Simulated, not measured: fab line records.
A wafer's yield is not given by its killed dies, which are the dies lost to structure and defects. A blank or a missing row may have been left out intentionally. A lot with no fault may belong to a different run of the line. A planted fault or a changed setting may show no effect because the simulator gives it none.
Matching of chambers | flow n5-finfet | N5_MOL_CONTACT_COAG_VIA_ETCH_117 on rie-diel-05 has 4 sister chambers
The step etches SiO2 in C4F6/O2, target depth 40 nm, overetch 8 nm, time 26 s. 18 wafers are shown with their chamber, then 9 later ones without.

== WAFERS PAIRED WITH THEIR CHAMBERS ==
wafer  | chamber | rf-vpp-V (V) | showerhead-plenum-p-Torr (Torr) | oes_f_703_au (a.u.)
L075.1 | 0       | 1564         | 2.79                            | 0.97
L075.4 | 3       | 1625         | 2.87                            | 0.86
L075.6 | 2       | 1597         | 2.90                            | 0.69
L076.3 | 0       | 1562         | 2.79                            | 0.98
L076.4 | 1       | 1648         | 2.98                            | 0.80
L076.5 | 0       | 1564         | 2.79                            | 0.98
L079.1 | 3       | 1625         | 2.87                            | 0.86
L079.2 | 2       | 1597         | 2.90                            | 0.69
L079.3 | 1       | 1649         | 2.98                            | 0.80
L080.2 | 1       | 1650         | 2.98                            | 0.79
L080.4 | 3       | 1624         | 2.86                            | 0.85
L080.5 | 3       | 1625         | 2.86                            | 0.84
L083.1 | 3       | 1624         | 2.86                            | 0.84
L083.3 | 0       | 1564         | 2.78                            | 0.95
L083.4 | 1       | 1649         | 2.98                            | 0.79
L085.1 | 1       | 1647         | 2.97                            | 0.78
L085.2 | 3       | 1625         | 2.86                            | 0.84
L085.3 | 0       | 1563         | 2.78                            | 0.94

SIGNATURES, as means of the wafers listed above
reading                  | chamber 0 | chamber 1 | chamber 2 | chamber 3 | scatter within a chamber
rf-vpp-V                 | 1563.40   | 1648.60   | 1597.00   | 1624.67   | 0.834
showerhead-plenum-p-Torr | 2.7860    | 2.9780    | 2.9000    | 2.8633    | 0.00488
oes_f_703_au             | 0.9640    | 0.7920    | 0.6900    | 0.8483    | 0.0122
Rule: a wafer lies at a distance from a chamber equal to the root of the sum of squares, over the readings, of (its reading less the chamber's mean, divided by the reading's scatter). If the next closest chamber is less than 2 further off than the closest, the wafer can't be placed; otherwise it belongs to the closest. How the scatter is found: for the shown wafers, subtract from each reading the mean of its chamber, square and add these, divide the total by (wafers less chambers), then take the root.

== WAFERS MISSING THEIR CHAMBER ==
wafer  | rf-vpp-V (V) | showerhead-plenum-p-Torr (Torr) | oes_f_703_au (a.u.)
L087.2 | 1596         | 2.89                            | 0.68
L087.3 | 1622         | 2.86                            | 0.84
L087.4 | 1647         | 2.97                            | 0.78
L090.1 | 1647         | 2.97                            | 0.77
L090.2 | 1563         | 2.77                            | 0.92
L090.3 | 1624         | 2.85                            | 0.83
L091.1 | 1596         | 2.89                            | 0.96
L091.5 | 1564         | 2.77                            | 0.92
L091.6 | 1647         | 2.97                            | 0.77

== WHICH CHAMBER EACH ONE RAN IN ==
wafer  | from the rows above | in truth
L087.2 | 2                   | 2
L087.3 | 3                   | 3
L087.4 | 1                   | 1
L090.1 | 1                   | 1
L090.2 | 0                   | 0
L090.3 | 3                   | 3
L091.1 | 2                   | 2
L091.5 | 0                   | 0
L091.6 | 1                   | 1
9 of 9 placed correctly. Number that these rows cannot place: 0. Wrongly placed: 0.
